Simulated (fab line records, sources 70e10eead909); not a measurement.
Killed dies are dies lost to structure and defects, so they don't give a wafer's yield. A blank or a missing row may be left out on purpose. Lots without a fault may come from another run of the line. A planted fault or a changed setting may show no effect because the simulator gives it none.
Which tool did it? | flow nand_harc | 24 lots, 72 wafers sampled, at 1 step of a route of 1159

WHAT THE GAUGES READ, wafer by wafer
NHARC_P_STI_INSPECT_11. Usual: raw_defect_count 6, standard deviation 3.2.
lot  | measured    | on                | raw_defect_count | flag
L074 | day 2 10:10 | defect_inspect-02 | 10 15 4          |
L075 | day 2 21:05 | defect_inspect-02 | 7 2 9            |
L076 | day 2 21:08 | defect_inspect-01 | 4 8 4            |
L077 | day 3 06:40 | defect_inspect-01 | 4 6 7            |
L078 | day 3 10:58 | defect_inspect-02 | 3 4 5            |
L079 | day 3 17:49 | defect_inspect-02 | 6 9 2            |
L080 | day 3 23:04 | defect_inspect-02 | 1 5 10           |
L081 | day 4 05:37 | defect_inspect-01 | 13 8 3           |
L082 | day 4 11:05 | defect_inspect-02 | 2 6 1            |
L083 | day 4 18:17 | defect_inspect-02 | 5 6 5            |
L084 | day 4 23:01 | defect_inspect-02 | 10 8 7           |
L085 | day 5 05:58 | defect_inspect-02 | 6 10 5           |
L086 | day 5 13:03 | defect_inspect-01 | 8 14 7           |
L087 | day 5 19:16 | defect_inspect-02 | 7 8 10           |
L089 | day 6 03:24 | defect_inspect-02 | 4 6 6            |
L088 | day 6 03:34 | defect_inspect-01 | 11 14 9          |
L090 | day 6 13:26 | defect_inspect-01 | 5 3 7            |
L091 | day 6 17:04 | defect_inspect-02 | 5 4 2            |
L092 | day 7 01:16 | defect_inspect-01 | 3 3 4            |
L093 | day 7 06:42 | defect_inspect-02 | 8 4 3            |
L094 | day 7 11:26 | defect_inspect-01 | 4 2 7            |
L095 | day 7 20:35 | defect_inspect-02 | 7 0 4            |
L096 | day 7 23:07 | defect_inspect-01 | 5 7 0            |
L097 | day 8 08:17 | defect_inspect-02 | 5 2 4            |

WHICH TOOL RAN EACH LOT (tool, then ch and the chambers of the sampled wafers, then the start)
The record holds no process step before these readings.

WHAT THE TOOLS THEMSELVES READ (means of the sampled wafers that have a number; where no wafer has one, the mark that the record gives instead)
The record holds no such reading with a usual standard deviation.

THE ANSWER, worked out from the rows above alone
Rule: a lot is off if the mean of its wafers that have a number lies more than 3 standard deviations from the usual mean. A lot without any number at a reading at which 4 lots or more have one is off too. The other lots that the step has rows for count as sound. The gauges are gone through in route order, then the tools' own readings, and for those a lot's mean is taken as printed above. The first step at which some lot is off is used, and at that step the reading that is off furthest; a lot without a number counts as furthest.
No lot is off at any reading shown: from this, nothing can be told.

WHAT THE SIMULATOR HAD PUT IN
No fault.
